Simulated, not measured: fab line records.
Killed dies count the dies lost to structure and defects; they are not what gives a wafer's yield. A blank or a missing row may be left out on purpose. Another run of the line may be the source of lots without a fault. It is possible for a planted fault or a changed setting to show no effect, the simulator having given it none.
Tool commonality check	flow n5 finfet	Sampled: 10 lots, 30 wafers

## WHAT PROMPTED THE OPENING
Of 10 lots, 2 have the reading RC_P flagged at N5_BEOL_M4_RC_MEAS_101. Wafers without a fault read 19.3 ohm.um, standard deviation 0.48.
Rule: a lot gets a flag if all its wafers with a number sit over 4 standard deviations from that mean, or if no wafer of it has a number. The other lots count as sound.

lot	measured	on	RC_P (ohm.um), wafer by wafer	flag
L819	day 9 11:10	prober-01	19.4 19.7 19.3	
L823	day 9 15:41	prober-02	19.7 19.9 19.4	
L825	day 10 10:27	prober-02	19.2 19.1 18.3	
L826	day 10 21:10	prober-01	18.9 19.7 18.7	
L828	day 11 09:17	prober-02	18.5 18.6 19.1	
L835	day 13 03:19	prober-01	35.4 36.2 35.7	FLAGGED
L836	day 13 05:08	prober-02	35.3 35.1 35.0	FLAGGED
L837	day 13 13:35	prober-02	19.7 19.3 19.1	
L839	day 14 07:06	prober-01	19.2 19.7 18.8	
L842	day 14 16:10	prober-01	19.6 19.0 20.5	
The numbers of the flagged lots are 35.5 ohm.um on average: +16.2 ohm.um against the usual, or +34 standard deviations.

## EACH LOT AND THE TOOL IT RAN ON
2 process steps preceding the reading are held in the record, out of 1938 steps in the route. Each cell gives the tool, then ch followed by the chambers the sampled wafers passed through, then the start.
lot	flag	N5_GATE_CUT_CMP_23	N5_MOL_CONTACT_COAG_IMPLANT_129
L819		cmp-02 ch 0,2,3, day 4 19:41	implanter-02 ch 0, day 4 21:40
L823		cmp-02 ch 2,3, day 5 16:20	implanter-02 ch 0, day 5 18:20
L825		cmp-04 ch 1,3, day 6 04:01	implanter-02 ch 0, day 6 06:24
L826		cmp-02 ch 0,2,3, day 6 09:40	implanter-01 ch 0, day 6 11:40
L828		cmp-02 ch 0,1,3, day 6 19:44	implanter-01 ch 0, day 6 21:48
L835	FLAGGED	cmp-03 ch 0,1,2, day 8 13:09	implanter-01 ch 0, day 8 15:08
L836	FLAGGED	cmp-04 ch 1,2,3, day 9 01:29	implanter-01 ch 0, day 9 03:20
L837		cmp-04 ch 1,2,3, day 9 01:51	implanter-02 ch 0, day 9 03:49
L839		cmp-02 ch 1,2,3, day 9 15:32	implanter-02 ch 0, day 9 17:32
L842		cmp-03 ch 0,1, day 10 07:31	implanter-02 ch 0, day 10 09:35
What these steps do:
- N5_GATE_CUT_CMP_23: polishes, stops on SiO2, t overpolish 23.4 s, target thk 16 nm.
- N5_MOL_CONTACT_COAG_IMPLANT_129
- N5_BEOL_M4_RC_MEAS_101

## FLAGGED OVER TOTAL, TOOL BY TOOL (the gauges that took the reading come last)
step	tool	lots run	flagged	share of the flagged lots	sound lots run after its first flagged lot
N5_GATE_CUT_CMP_23	cmp-02	5	0	none	-
N5_GATE_CUT_CMP_23	cmp-03	2	1	some	1 (L842)
N5_GATE_CUT_CMP_23	cmp-04	3	1	some	1 (L837)
N5_MOL_CONTACT_COAG_IMPLANT_129	implanter-01	4	2	all	0
N5_MOL_CONTACT_COAG_IMPLANT_129	implanter-02	6	0	none	-
N5_BEOL_M4_RC_MEAS_101	prober-01	5	1	some	2 (L839,L842)
N5_BEOL_M4_RC_MEAS_101	prober-02	5	1	some	1 (L837)

## THE TABLE: WHAT IT ALLOWS
All flagged lots share 1 row of the table, namely implanter-01 at N5_MOL_CONTACT_COAG_IMPLANT_129.
- implanter-01 at N5_MOL_CONTACT_COAG_IMPLANT_129: 2 of its 4 lots flagged. A fault beginning between L828 (day 6 21:48), its last sound lot, and L835 (day 8 15:08), its first flagged one, fits the data. Its own readings (beam energy keV) fall more than 4 standard deviations out on all wafers of the flagged lots.
Just one tool remains: implanter-01 at N5_MOL_CONTACT_COAG_IMPLANT_129.

## WHAT THE SIMULATOR HAD PUT IN
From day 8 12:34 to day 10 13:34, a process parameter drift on implanter-01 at N5_MOL_CONTACT_COAG_IMPLANT_129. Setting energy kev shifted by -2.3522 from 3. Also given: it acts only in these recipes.
Shown lots that were struck: L835, L836. The same result came from the rule above.
